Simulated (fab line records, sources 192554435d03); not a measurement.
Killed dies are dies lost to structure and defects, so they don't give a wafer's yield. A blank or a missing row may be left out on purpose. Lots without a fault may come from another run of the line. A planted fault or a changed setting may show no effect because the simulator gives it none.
A struck lot beside a sound one | flow n5_finfet | 15 steps out of a route of 1938
Sound: wafers L172.4, L172.5, L172.6. Struck: wafers L180.3, L180.5. (L180.2 of the same lot was not struck and is left out.) The cause comes at the end.
At each step with rows: each side's tool, then ch and its chambers, then its first start. Under that, the readings that differ: sound wafers | struck wafers | difference of the means | sigmas: that difference in standard deviations of wafers without a fault.
alike: readings whose means differ by less than 2 such deviations, and words and numbers that are the same on both sides. not compared: withheld readings, readings that some wafer has no value for, bounds like >300 that may hide the same value, and numbers for which the record gives no deviation and whose values overlap.
The two part at a step that has a row with sigmas, a row that says differs or no value, or rows on one side only. Numbers that don't overlap but have no deviation are shown without sigmas and don't part them. A reading that every wafer of one side lacks parts them only if that side has two wafers or more.

N5_BEOL_M4_CO_CAP_55: material Co, precursor CCTBA/H2, target thk 2 nm, time 102.1 s.
  sound on cvd_co-01 ch 0,1,2, day 11 06:49; struck on cvd_co-02 ch 0,2, day 13 03:37
  alike: heater_power_w
then, 1 step without rows for these wafers: N5_BEOL_M4_PRE_CLEAN_56 (time 15 s).
N5_BEOL_M4_DEP_57: deposits SiCN from 3MS/NH3, target thk 8 nm, time 14 s.
  sound on pecvd-03 ch 0,1,2, day 11 06:55; struck on pecvd-01 ch 0, day 13 03:43
  alike: showerhead_plenum_p_Torr, throttle_valve_pct
N5_BEOL_M4_RS_MEAS_58: measures by four-point-probe.
  sound on film_metro-02, day 11 06:58; struck on film_metro-02, day 13 03:47
  alike: M4_RS
N5_BEOL_M4_INSPECT_59: inspects for defects (darkfield).
  sound on defect_inspect-02, day 11 06:59; struck on defect_inspect-02, day 13 03:49
  reading          | sound      | struck | difference | sigmas
  raw_defect_count | 126 77 129 | 68 46  | -54        | -2
N5_BEOL_M4_RC_MEAS_101:
  sound on prober-01 ch 0, day 11 07:29; struck on prober-02 ch 0, day 13 04:00
  reading   | sound          | struck    | difference | sigmas
  VT_P (mV) | -252 -247 -252 | -258 -258 | -8         | -2
  alike: DIBL_N, DIBL_P, IOFF_N, IOFF_P, ION_N, ION_P, SS_N, SS_P, VT_N
then, 1 step without rows for these wafers: N5_BEOL_M5_ILD_DEP_00 (deposits SiCOH lowk from DEMS/porogen, target thk 140.64 nm, time 25.9 s).
N5_BEOL_M5_CURE_79: cures SiCOH lowk, time 240 s.
  sound on uv_cure-02 ch 1, day 11 08:16; struck on uv_cure-03 ch 0, day 13 04:57
  alike: lamp_power_pct, wafer_temp_C_max
N5_BEOL_M5_THK_MEAS_01:
  sound on film_metro-02, day 11 08:33; struck on film_metro-01, day 13 05:23
  alike: M5_ILD_THK
N5_BEOL_M5_PECVD_70: deposits SiO2 from TEOS/O2, target thk 16 nm, time 18 s.
  sound on pecvd-01 ch 0,1, day 11 08:36; struck on pecvd-03 ch 0,1, day 13 05:25
  alike: heater_power_w, showerhead_plenum_p_Torr, throttle_valve_pct
N5_BEOL_M5_HM_DEP_02: deposits TiN, target thk 20 nm.
  sound on pvd_sputter-02, day 11 12:19; struck on pvd_sputter-03, day 13 06:46
  alike: throttle_valve_pct
then, 1 step without rows for these wafers: N5_BEOL_M5_COAT_59 (time 60 s, resist thk 60 nm).
N5_BEOL_M5_COAT_60: time 60 s, resist thk 12 nm.
  sound on litho_track-04 ch 0, day 11 12:27; struck on litho_track-05 ch 0, day 13 06:54
  reading                  | sound             | struck      | difference | sigmas
  heater_power_total_W (W) | 426.5 424.6 425.3 | 548.3 553.1 | +125.2     | +60
  run_length_s (s)         | 66.71 66.55 66.33 | 45.89 46.01 | -20.58     | -99 or more
then, 2 steps without rows for these wafers: N5_BEOL_M5_COAT_71 (time 60 s, resist thk 5 nm); N5_PASSIVATION_PROBE_49.

WHERE THEY PART
First at N5_BEOL_M4_INSPECT_59; last, within this record, at N5_BEOL_M5_COAT_60.

WHY: what the simulator had put in
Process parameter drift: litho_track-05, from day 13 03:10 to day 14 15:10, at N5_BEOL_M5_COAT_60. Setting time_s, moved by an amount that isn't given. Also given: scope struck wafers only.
